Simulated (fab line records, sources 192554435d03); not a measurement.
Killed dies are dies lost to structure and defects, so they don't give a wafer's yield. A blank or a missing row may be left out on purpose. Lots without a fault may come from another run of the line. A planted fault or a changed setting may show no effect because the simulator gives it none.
fab line records | flow n5_finfet
record lots=6 wafers=18 last_day=17
route steps=1938 shown HKMG_FIN@435 GATE_CUT@465 PASSIVATION@1936
lots that met no fault: from a run of the same line without faults
start_h: hours from the record's first day to the start of the lot's first wafer shown | wait_h: hours since the lot's step before | " the same as in the row above | L1.1+2: a row that stands for several wafers | - no value, or no start given | * or withheld: withheld | < > ~ a bound
route shown NAME@n: a module of which the file shows steps, and the number in the route of the first | usual: mean/standard deviation of fault-free wafers | same: alike in all rows | chamber/n: place in a boat | sites: the reading at each site | _std_site: their standard deviation | _edge_site: outer sites' mean less inner sites' | radius_mm: how far each site lies from the wafer's centre | mask NAME#n: copy n | behind: the tool/chamber that last shaped the wafer | hold: why the lot was held/for how many hours/how that ended | device: the transistor (n, p or np) that didn't switch | end of line: the same wafers' tests at the end of the route | a step without rows: its recipe alone | killed: dies lost to structure and defects at the first sort, not the wafer's yield | map: a wafer's dies, x killed, . not, _ none there
set.NAME: the setting as run; set.NAME@STEP: as run at that earlier step | model.NAME: the simulator's own value behind a step, which no gauge read
lots at some steps of the route; a table a step, a row a wafer
services: from which hour (start_h, from the record's first day; less than 0 if before it) a tool's chamber was out of use, for how many hours, and why
## steps
# step N5_HKMG_FIN_ETCH_32
# recipe chemistry=N2/H2 target=SOC target_depth_a=2400 temp_c=40 time_s=300 ion_energy_ev=200 mask_material=SiARC pressure_mtorr=30 source_w=840 bias_w=150 n2_flow_sccm=200 h2_flow_sccm=200
# step N5_HKMG_FIN_STRIP_33
# recipe chemistry=N2/H2 temp_c=40 n2_flow_sccm=200 h2_flow_sccm=200 rf_frequency_hz=6e+07
# step N5_HKMG_FIN_STRIP_34
# recipe chemistry=CF4 resist=SiARC power_w=300 bias_power_w=75 pressure_mtorr=50 cf4_flow_sccm=150 rf_frequency_hz=6e+07
# step N5_HKMG_FIN_ETCH_35
# recipe chemistry=N2/H2 target=SOC target_depth_a=2158 ion_energy_ev=65 bias_w=5 source_w=3000 time_s=243.4 pressure_mtorr=30 n2_flow_sccm=200 h2_flow_sccm=200
# step N5_HKMG_FIN_STRIP_92
# recipe chemistry=N2/H2 material=SOC time_s=20 power_w=500 temp_c=40 pressure_mtorr=50 rf_frequency_hz=6e+07 bias_power_w=8 h2_frac=0.5 n2_flow_sccm=300 h2_flow_sccm=300
# step N5_HKMG_FIN_WET_ETCH_18
# recipe chemistry=SC1 target=TiN mix=1:1:5 temp_c=* time_s=55 target_depth_nm=5.2 dry=ipa_marangoni rinse_time_s=30 rinse_temp_c=23
# step N5_HKMG_FIN_STRIP_19
# recipe chemistry=N2/H2 power_w=2500 temp_c=300 h2_frac=0.65 time_s=360 pressure_mtorr=withheld n2_flow_sccm=1750 h2_flow_sccm=3250
# usual drypump_motor_current_A=5.20/0.28 heater_power_w=451/50
# columns lot.wafer tool chamber start_h wait_h drypump_motor_current_A heater_power_w rf_hours_counter_h
L551.1 plasma_asher-01 0 94.90 0.0 5.58 509 42
L551.2 " 1 " " 5.01 411 42
L551.5 " 1 " " 4.97 410 -
L554.3 plasma_asher-01 1 110.11 0.1 4.97 412 -
L554.5 " 1 " " 4.99 425 -
L554.6 " 0 " " 5.61 515 -
L559.1 plasma_asher-02 0 141.21 0.0 5.30 491 95
L559.2 " 1 " " 4.87 384 95
L559.6 " 0 " " 5.33 471 -
L565.1 plasma_asher-01 0 178.72 0.0 5.60 509 59
L565.2 " 1 " " 4.98 417 59
L565.6 " 0 " " 5.63 503 -
L567.4 plasma_asher-01 1 185.85 0.1 5.00 407 -
L567.5 " 1 " " 5.00 405 -
L567.6 " 0 " " 5.59 500 -
L570.4 plasma_asher-01 0 201.81 0.1 5.56 519 -
L570.5 " 0 " " 5.60 520 -
L570.6 " 1 " " 5.02 414 -
# step N5_HKMG_FIN_ALD_91
# recipe material=TiN target_thk_a=10 temp_c=400 ald_precursor_family=TiCl4 ald_co_reactant=NH3 pulse_time_s=1 purge_time_s=3 co_reactant_purge_time_s=2 co_reactant_pulse_time_s=2 ald_cycles=47 pressure_torr=3
# step N5_HKMG_FIN_COAT_85
# recipe resist=SOC temp_c=250 time_s=60 spin_rpm=1500 resist_thk_nm=300
# step N5_HKMG_FIN_ETCH_86
# recipe chemistry=N2/H2 target=SOC target_depth_a=3932 stop_on=TiN ion_energy_ev=100 bias_w=61 pressure_mtorr=30 source_w=850 n2_flow_sccm=200 h2_flow_sccm=200
# step N5_HKMG_FIN_STRIP_89
# recipe chemistry=N2/H2 material=SOC time_s=20 power_w=500 temp_c=40 pressure_mtorr=50 rf_frequency_hz=6e+07 bias_power_w=8 h2_frac=0.5 n2_flow_sccm=300 h2_flow_sccm=300
# step N5_HKMG_FIN_WET_ETCH_87
# recipe chemistry=SC1 target=TiN mix=1:2:40 temp_c=50 time_s=154.2 target_depth_nm=4.7 dry=ipa_marangoni rinse_time_s=30 rinse_temp_c=23
# step N5_HKMG_FIN_STRIP_88
# recipe chemistry=N2/H2 power_w=2500 temp_c=300 h2_frac=0.65 time_s=360 pressure_mtorr=withheld n2_flow_sccm=1750 h2_flow_sccm=3250
# usual drypump_motor_current_A=5.18/0.27 heater_power_w=450/50
# columns lot.wafer tool chamber start_h wait_h drypump_motor_current_A heater_power_w rf_hours_counter_h
L551.1 plasma_asher-01 1 96.06 0.0 4.94 422 43
L551.2 " 0 " " 5.59 502 43
L551.5 " 1 " " 4.99 421 -
L554.3 plasma_asher-02 1 111.17 0.1 4.87 389 -
L554.5 " 0 " " 5.28 492 -
L554.6 " 1 " " 4.86 390 -
L559.1 plasma_asher-01 0 142.19 0.0 5.59 509 52
L559.2 " 1 " " 4.98 420 52
L559.6 " 0 " " 5.61 498 -
L565.1 plasma_asher-01 0 179.91 0.0 5.56 509 60
L565.2 " 1 " " 5.01 422 60
L565.6 " 0 " " 5.62 511 -
L567.4 plasma_asher-01 0 186.83 0.1 5.58 503 -
L567.5 " 0 " " 5.55 512 -
L567.6 " 1 " " 4.99 411 -
L570.4 plasma_asher-02 0 202.93 0.1 5.26 502 -
L570.5 " 1 " " 4.87 384 -
L570.6 " 0 " " 5.31 486 -
# step N5_HKMG_FIN_NWFM_ALD_20
# recipe material=TiAlC target_thk_a=20 temp_c=300 ald_precursor_family=TiCl4 ald_co_reactant=TEA pulse_time_s=3 purge_time_s=2 co_reactant_purge_time_s=2 co_reactant_pulse_time_s=10 ald_cycles=7 pressure_torr=3
# usual heater_power_w=492/45 precursor_pulse_height_rel=1.001/0.02
# columns lot.wafer tool chamber start_h wait_h heater_power_w precursor_pulse_height_rel
L551.1 ald_metal-02 3 96.44 0.3 451 0.982
L551.2 " 0 " " 518 1.031
L551.5 " 3 " " 469 1.015
L554.3 ald_metal-01 1 111.43 0.1 489 0.986
L554.5 " 1 " " 480 1.003
L554.6 " 2 " " 461 1.011
L559.1 ald_metal-03 0 142.57 0.3 605 0.992
L559.2 " 3 " " 546 0.991
L559.6 " 2 " " 505 0.977
L565.1 ald_metal-03 2 180.30 0.3 501 0.992
L565.2 " 3 " " 549 1.021
L565.6 " 3 " " 541 0.974
L567.4 ald_metal-01 3 187.09 0.1 472 1.005
L567.5 " 3 " " 472 0.969
L567.6 " 2 " " 465 0.976
L570.4 ald_metal-01 0 203.20 0.1 469 0.961
L570.5 " 0 " " 466 1.012
L570.6 " 1 " " 482 1.013
# step N5_HKMG_FIN_ALD_71
# recipe material=TiN target_thk_a=10 temp_c=400 ald_precursor_family=TiCl4 ald_co_reactant=NH3 pulse_time_s=1 purge_time_s=3 co_reactant_purge_time_s=2 co_reactant_pulse_time_s=2 ald_cycles=47 pressure_torr=3
# step N5_HKMG_FIN_COAT_66
# recipe resist=SOC temp_c=250 time_s=60 spin_rpm=1500 resist_thk_nm=300
# step N5_HKMG_FIN_ETCH_67
# recipe chemistry=N2/H2 target=SOC target_depth_a=3889 stop_on=TiN ion_energy_ev=100 bias_w=61 pressure_mtorr=30 source_w=850 n2_flow_sccm=200 h2_flow_sccm=200
# step N5_HKMG_FIN_STRIP_90
# recipe chemistry=N2/H2 material=SOC time_s=20 power_w=500 temp_c=40 pressure_mtorr=50 rf_frequency_hz=6e+07 bias_power_w=8 h2_frac=0.5 n2_flow_sccm=300 h2_flow_sccm=300
# step N5_HKMG_FIN_WET_ETCH_73
# recipe chemistry=SC1 mix=1:2:40 temp_c=50 time_s=42.3 target_depth_nm=1.3 dry=ipa_marangoni rinse_time_s=30 rinse_temp_c=23
# step N5_HKMG_FIN_ETCHBACK_68
# recipe chemistry=Cl2/Ar stop_on=HfO2 target_depth_a=5 pressure_mtorr=10 icp_w=600 bias_w=60 Cl2_flow_sccm=40 Ar_flow_sccm=60
# step N5_HKMG_FIN_STRIP_69
# recipe chemistry=N2/H2 power_w=2500 temp_c=300 h2_frac=0.65 time_s=360 pressure_mtorr=withheld n2_flow_sccm=1750 h2_flow_sccm=3250
# step N5_HKMG_FIN_ALD_21
# recipe material=TiN target_thk_a=15 temp_c=400 ald_precursor_family=TiCl4 ald_co_reactant=NH3 pulse_time_s=1 purge_time_s=3 co_reactant_purge_time_s=2 co_reactant_pulse_time_s=2 ald_cycles=68 pressure_torr=3
# step N5_HKMG_FIN_ALD_72
# recipe material=W target_thk_a=20 temp_c=300 pressure_torr=7.5 ald_precursor_family=WF6 ald_co_reactant=B2H6 pulse_time_s=1 purge_time_s=2 co_reactant_purge_time_s=2 co_reactant_pulse_time_s=3 ald_cycles=7
# step N5_HKMG_FIN_W_FILL_22
# recipe material=W target_thk_a=600 temp_c=400 pressure_torr=39.4 time_s=18.2
# usual heater_power_w=915/66 throttle_valve_pct=19.5/0.87
# columns lot.wafer tool chamber start_h wait_h heater_power_w throttle_valve_pct
L551.1 cvd_w-02 0 98.10 0.0 817 17.9
L551.2 " 1 " " 893 19.0
L551.5 " 1 " " 910 19.2
L554.3 cvd_w-01 1 113.28 0.0 973 20.4
L554.5 " 1 " " 999 20.2
L554.6 " 0 " " 882 19.2
L559.1 cvd_w-01 0 144.18 0.0 891 19.1
L559.2 " 1 " " 996 20.3
L559.6 " 1 " " 994 20.6
L565.1 cvd_w-02 0 181.96 0.0 811 18.1
L565.2 " 1 " " 938 18.9
L565.6 " 1 " " 910 19.0
L567.4 cvd_w-01 1 188.92 0.1 991 20.5
L567.5 " 1 " " 1009 20.7
L567.6 " 1 " " 984 20.2
L570.4 cvd_w-02 0 204.82 0.0 834 18.4
L570.5 " 1 " " 921 19.0
L570.6 " 0 " " 805 18.0
# step N5_HKMG_FIN_PRECLEAN_83
# recipe chemistry=DIW time_s=57.5 temp_c=23
# step N5_HKMG_FIN_SRD_84
# recipe dry_time_s=32 dry=n2_spin spin_rpm=1500
# step N5_HKMG_FIN_CMP_23
# recipe stop_on=SiNx t_overpolish_s=10 post_cmp_clean=rinse_only down_force_psi=4 platen_rpm=50.289 pad_velocity_m_s=1.0006 target_thk_nm=46.326
# usual motor_current_A=12.4/1 overpolish_run_s=10.000/0.0095 time_to_endpoint_s=10.9/2.6
# columns lot.wafer tool chamber start_h wait_h motor_current_A overpolish_run_s time_to_endpoint_s
L551.1 cmp-01 3 98.29 0.1 13.0 9.992 8.2
L551.2 " 0 " " 14.0 10.014 13.7
L551.5 " 2 " " 11.6 10.005 13.7
L554.3 cmp-02 3 113.62 0.3 11.2 10.007 9.6
L554.5 " 0 " " 12.3 9.980 10.8
L554.6 " 1 " " 14.0 10.001 8.4
L559.1 cmp-01 1 144.37 0.1 13.0 9.987 14.7
L559.2 " 3 " " 12.8 10.005 8.6
L559.6 " 0 " " 12.9 10.004 10.6
L565.2 cmp-02 3 182.06 0.0 11.3 10.000 11.4
L565.1 " 0 " " 12.3 10.007 14.3
L565.6 " 0 " " 12.3 10.006 13.8
L567.4 cmp-01 2 189.19 0.2 12.0 9.983 12.4
L567.5 " 0 " " 13.2 10.004 11.4
L567.6 " 1 " " 13.4 10.011 14.5
L570.4 cmp-03 0 204.91 0.0 11.1 10.008 15.0
L570.5 " 0 " " 11.1 10.000 16.5
L570.6 " 1 " " 11.2 9.994 12.9
# step N5_HKMG_FIN_CMP_94
# recipe stop_on=SiNx post_cmp_clean=w_dilute_nh4oh t_overpolish_s=4.7 down_force_psi=4 platen_rpm=50.289 pad_velocity_m_s=1.0006 target_thk_nm=43.299
# step N5_GATE_CUT_ETCHBACK_00
# recipe chemistry=SF6/Cl2 target=W pressure_mtorr=8 icp_w=900 bias_w=80 SF6_flow_sccm=40 Cl2_flow_sccm=60
# step N5_GATE_CUT_ETCH_56
# recipe chemistry=Cl2/Ar target=TiN target_depth_a=216 pressure_mtorr=10 icp_w=600 bias_w=60 Cl2_flow_sccm=40 Ar_flow_sccm=60
# step N5_GATE_CUT_ETCHBACK_30
# recipe chemistry=Cl2/Ar target=TiN target_depth_a=30 mode=isotropic pressure_mtorr=10 icp_w=600 bias_w=60 Cl2_flow_sccm=40 Ar_flow_sccm=60
# step N5_GATE_CUT_VAPOR_ETCH_60
# recipe chemistry=BCl3/Cl2 target=HfO2 mode=isotropic
# usual drypump_motor_current_A=6.0/0.52 oes_product_au=0.76/0.086
# columns lot.wafer tool chamber start_h wait_h drypump_motor_current_A oes_product_au
L551.1 rie_metal-01 1 99.20 0.0 6.5 0.81
L551.2 " 0 " " 6.3 0.61
L551.5 " 1 " " 6.5 0.80
L554.3 rie_metal-02 1 114.37 0.0 5.5 0.75
L554.5 " 1 " " 5.5 0.75
L554.6 " 0 " " 5.8 0.82
L559.1 rie_metal-01 1 145.36 0.0 6.5 0.80
L559.2 " 0 " " 6.4 0.60
L559.6 " 1 " " 6.5 0.80
L565.1 rie_metal-03 0 183.05 0.0 5.2 0.85
L565.2 " 1 " " 6.5 0.70
L565.6 " 0 " " 5.2 0.85
L567.4 rie_metal-03 1 190.03 0.0 6.5 0.70
L567.5 " 1 " " 6.5 0.70
L567.6 " 0 " " 5.2 0.85
L570.4 rie_metal-02 1 205.91 0.0 5.5 0.73
L570.5 " 1 " " 5.5 0.73
L570.6 " 0 " " 5.8 0.79
# step N5_GATE_CUT_ETCH_58
# recipe chemistry=CH3F/O2 target=SiNx target_depth_a=170 time_s=128.6 ion_energy_ev=50 pressure_mtorr=30 source_w=415 bias_w=21 Ar_flow_sccm=150 CH3F_flow_sccm=30 O2_flow_sccm=20
# step N5_GATE_CUT_STRIP_59
# recipe chemistry=N2/H2 time_s=20 power_w=100 temp_c=40 pressure_mtorr=100 rf_frequency_hz=6e+07 bias_power_w=3 n2_flow_sccm=300 h2_flow_sccm=300
# step N5_GATE_CUT_PRECLEAN_31
# recipe temp_c=23 chemistry=DIW time_s=300
# step N5_GATE_CUT_SRD_32
# recipe time_s=30 temp_c=23 rinse_liquid=diw dry=ipa_marangoni
# step N5_GATE_CUT_SAC_CAP_01
# recipe material=SiNx target_thk_a=240 temp_c=400 ald_precursor_family=SiH2I2 ald_co_reactant=N2/H2-plasma pulse_time_s=1 ald_cycles=480 purge_time_s=2 co_reactant_purge_time_s=2 pressure_torr=2
# step N5_GATE_CUT_PECVD_57
# recipe material=SiNx target_thk_a=210 temp_c=400 precursor=SiH4/NH3/N2 pressure_torr=1.5 rf_w=300
# step N5_GATE_CUT_CMP_02
# recipe stop_on=SiO2 t_overpolish_s=12.7 post_cmp_clean=alkaline_brush down_force_psi=2.5 platen_rpm=51.8 pad_velocity_m_s=1.0307 target_thk_nm=0
# step N5_PASSIVATION_PROBE_49
# usual defect_limited_yield=91.2/1.4 killed_at_M0_to_M3=32/10 killed_at_M4_up=14/6.2 killed_at_contacts=12/6.3 killed_at_front_end=42/13 killed_at_other=4/3.4 killed_dies=104/17 killed_open=67/12 killed_short=34/8.1 sort_bin_4_leakage=0.02/0.13 sort_bin_5_function=5.2/0.93 sort_bin_6_memory=3.2/0.65 sort_n_pass=1075/16 sort_yield_pct=91.1/1.4
# same gross_dies=1180 killed_at_back_side=0 sort_bin_8_speed[%]=0
# columns lot.wafer tool chamber start_h wait_h defect_limited_yield[%] killed_at_M0_to_M3 killed_at_M4_up killed_at_contacts killed_at_front_end killed_at_other killed_dies killed_open killed_short sort_bin_4_leakage[%] sort_bin_5_function[%] sort_bin_6_memory[%] sort_n_pass sort_yield_pct[%]
L551.1 prober-01 - 288.34 0.1 92.9 20 7 10 47 0 84 60 24 0 3.6 3.5 1096 92.9
L551.2 prober-01 - 288.39 0.1 91.7 17 15 18 47 1 98 62 26 0 5.0 2.2 1082 91.7
L551.5 prober-01 - 288.54 0.3 90.4 21 8 13 69 2 113 67 39 0 5.3 3.4 1067 90.4
L559.1 prober-01 - 337.72 0.0 90.1 21 28 24 42 2 117 77 34 0 5.8 3.6 1063 90.1
L559.2 prober-01 - 337.77 0.1 90.9 46 22 6 32 1 107 75 29 0 5.3 3.7 1073 90.9
L559.6 prober-01 - 337.97 0.3 89.0 30 24 32 43 1 130 93 33 0 6.1 4.5 1050 89.0
L565.2 prober-02 - 372.06 0.1 82.7 21 16 6 154 7 204 80 31 0 10.8 4.8 976 82.7
L567.6 prober-01 - 393.93 0.3 83.3 37 3 11 144 2 197 65 38 0 10.8 3.7 983 83.3
# killed by level:class
L551.1 FIN_SAQP:geometric_particle:open=15 FIN_SAQP:geometric_particle:short=8 STI_FIN_REVEAL:geometric_particle:open=7 DUMMY_GATE:geometric_particle:open=7 BEOL_M1:geometric_particle:open=7 MOL_CONTACT_COAG:geometric_particle:open=6 BEOL_M2:geometric_particle:open=4 MOL_CONTACT_COAG:geometric_particle:short=4
L551.2 MOL_CONTACT_COAG:geometric_particle:open=13 BEOL_M4:geometric_particle:open=9 HKMG_FIN:area_etch=9 STI_FIN_REVEAL:geometric_particle:open=8 FIN_SAQP:geometric_particle:short=7 DUMMY_GATE:geometric_particle:open=7 BEOL_M3:geometric_particle:open=6 MOL_CONTACT_COAG:geometric_particle:short=5
L551.5 FIN_SAQP:geometric_particle:open=19 FIN_SAQP:geometric_particle:short=12 MOL_CONTACT_COAG:geometric_particle:open=11 STI_FIN_REVEAL:geometric_particle:open=9 HKMG_FIN:area_etch=6 GATE_CUT:geometric_particle:short=5 BEOL_M0_SAQP:geometric_particle:short=5 STI_FIN_REVEAL:geometric_particle:short=4
L559.1 MOL_CONTACT_COAG:geometric_particle:open=18 BEOL_M4:geometric_particle:open=13 FIN_SAQP:geometric_particle:open=9 GATE_CUT:geometric_particle:short=9 MOL_CONTACT_COAG:geometric_particle:short=6 BEOL_M1:geometric_particle:open=6 STI_FIN_REVEAL:geometric_particle:open=5 BEOL_M2:geometric_particle:open=5
L559.2 BEOL_M0_SAQP:geometric_particle:short=11 BEOL_M0:geometric_particle:open=9 BEOL_M4:geometric_particle:open=9 DUMMY_GATE:geometric_particle:open=7 BEOL_M0_SAQP:geometric_particle:open=7 BEOL_M1:geometric_particle:open=7 BEOL_M3:geometric_particle:open=7 MOL_CONTACT_COAG:geometric_particle:open=5
L559.6 MOL_CONTACT_COAG:geometric_particle:open=24 STI_FIN_REVEAL:geometric_particle:open=9 BEOL_M0_SAQP:geometric_particle:short=9 BEOL_M4:geometric_particle:open=9 BEOL_M3:geometric_particle:open=8 MOL_CONTACT_COAG:geometric_particle:short=8 DUMMY_GATE:geometric_particle:open=6 BEOL_M0_SAQP:geometric_particle:open=6
L565.2 HKMG_FIN:unspecified=92 STI_FIN_REVEAL:geometric_particle:open=19 FIN_SAQP:geometric_particle:open=12 BEOL_M4:geometric_particle:open=7 FIN_SAQP:geometric_particle:short=6 DUMMY_GATE:geometric_particle:open=6 BEOL_M1:geometric_particle:open=6 BEOL_M8:geometric_particle:open=6
L567.6 HKMG_FIN:unspecified=91 FIN_SAQP:geometric_particle:short=16 FIN_SAQP:geometric_particle:open=15 STI_FIN_REVEAL:geometric_particle:open=12 BEOL_M1:geometric_particle:open=12 MOL_CONTACT_COAG:geometric_particle:open=8 BEOL_M0_SAQP:geometric_particle:short=6 BEOL_M1:geometric_particle:short=5
# map L565.2 (x killed, . not)
_________________............________________
______________.................._____________
___________............x....x......__________
__________x...x...........x.xx..xxx._________
________.........x......x.xx.xxxxxxxxx_______
_______...........x......x..xxxxxxxx.x.______
______.............x.....xxxxxxxxxxxxxx._____
_____....................x.xxxxxxx.xx....____
____..............x......x..xxxxxxxxx..x..___
___......x..x...x......x....xxxxxxxxxx.....__
___..............xx......x.xx.xxxxxxxx.....__
__.......x................xx.xxxx.x.x.x....._
__....x.x.....xx...............x.x..x...x..._
_......x....x.x.x..........x..x.x...xx.......
_.............x..x.......x....x..............
_...........x.....................x...x......
_..............x....x...xx...x.x.............
_...x.......x...................x...x.xx...x.
_............x....x...................x......
_.x.x......x......x.........x....x...........
_x..........xxx.....x.....x..x..............x
__x...x...xx........................x....x.._
__.....x.....x....x.............x.......x..x_
___..x......x..............................__
___...................xx...x.........x.....__
____......................................___
_____...........x.x....x..x..............____
______.........x.............x.......xx._____
_______...........x......x....x........______
________......x......x...........x...x_______
__________.x...x...................._________
___________.x............x........x__________
______________.................x_____________
_________________....x.x..x..________________
# map L567.6 (x killed, . not)
_________________.x..x...x.x.________________
______________.................x_____________
___________..................xx..x.__________
__________........x.............x..x_________
________.xx..............xx..x..xxx.xx_______
_______..........x......xxxxxxxxxxx....______
______....x..............x.xxxxxxxxxxx.._____
_____.......x.............xxxxxxxxxxxxxx.____
____...............x...x.xxxxxxxxxxxxx.x..___
___..x..xx.........x..x..xxxxxxxxxxx.x.....__
___........xx.x...........x.xxxxxxxx..x....__
__..............x.x......xx...xxxxx...x...x._
__.....x........x..xx......xxxxx.x...x..xx.._
_.............x..........x....x...xx.........
_.....x...x.x....x...........................
_....................................x..x....
_.................x..........................
_..x....x..........................x..x......
_................x...........................
_..x....xx...x...................x...........
_............x............x..................
__x..................x...........x.........._
__.....................x...................._
___.x...............x...............x.....x__
___.......................x...x..........x.__
____.....x....x.........x.........x....x..___
_____....x.xx...........x................____
______...x...x..............x.xx.x.x...._____
_______..x.x.x.........................______
________....x.........x...x.x.x......._______
__________..............x.x..x......_________
___________....x...x...............__________
______________..............x..._____________
_________________....x.......________________
## services
# columns tool chamber start_h hours kind
rie_metal-02 - 71.52 0.9 repair
ald_metal-02 1 76.03 - calibration
cmp-01 - 76.90 2.5 repair
cmp-03 - 80.87 4.2 repair
cvd_w-01 0 87.15 1.8 repair
cvd_w-02 - 98.71 14.6 pm
cmp-02 - 106.15 0.5 repair
ald_metal-02 2 118.07 26.1 repair
cvd_w-01 1 122.07 3.5 repair
ald_metal-03 0 127.49 7.0 repair
cmp-03 - 130.93 8.6 repair
cmp-03 - 142.39 2.5 repair
cmp-02 - 148.91 4.0 pm
cmp-02 - 152.91 - consumable_replace:conditioner
cmp-02 - 152.91 - consumable_replace:pad
ald_metal-02 - 168.03 1.5 repair
rie_metal-02 - 174.61 14.6 pm
cvd_w-01 0 187.77 42.9 repair
rie_metal-03 - 197.99 2.8 pm
## key
first_sign step=N5_PASSIVATION_PROBE_49 reading=killed_at_front_end direction=up sigmas=8.1 usual=42 struck=149
effect step=N5_PASSIVATION_PROBE_49 reading=killed_dies direction=up sigmas=5.8 usual=104 struck=200
more_kills_born_at N5_HKMG_FIN_STRIP_88@plasma_asher-01=183
met_at N5_HKMG_FIN_STRIP_88
struck_wafers L565.2,L567.6
onset_between 142.19 179.91
fault kind=chamber_particle_source tool=plasma_asher-01 chamber=1 onset_h=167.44 steps=N5_HKMG_FIN_STRIP_88 rate_per_visit_cm2=0.38744 end_h=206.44
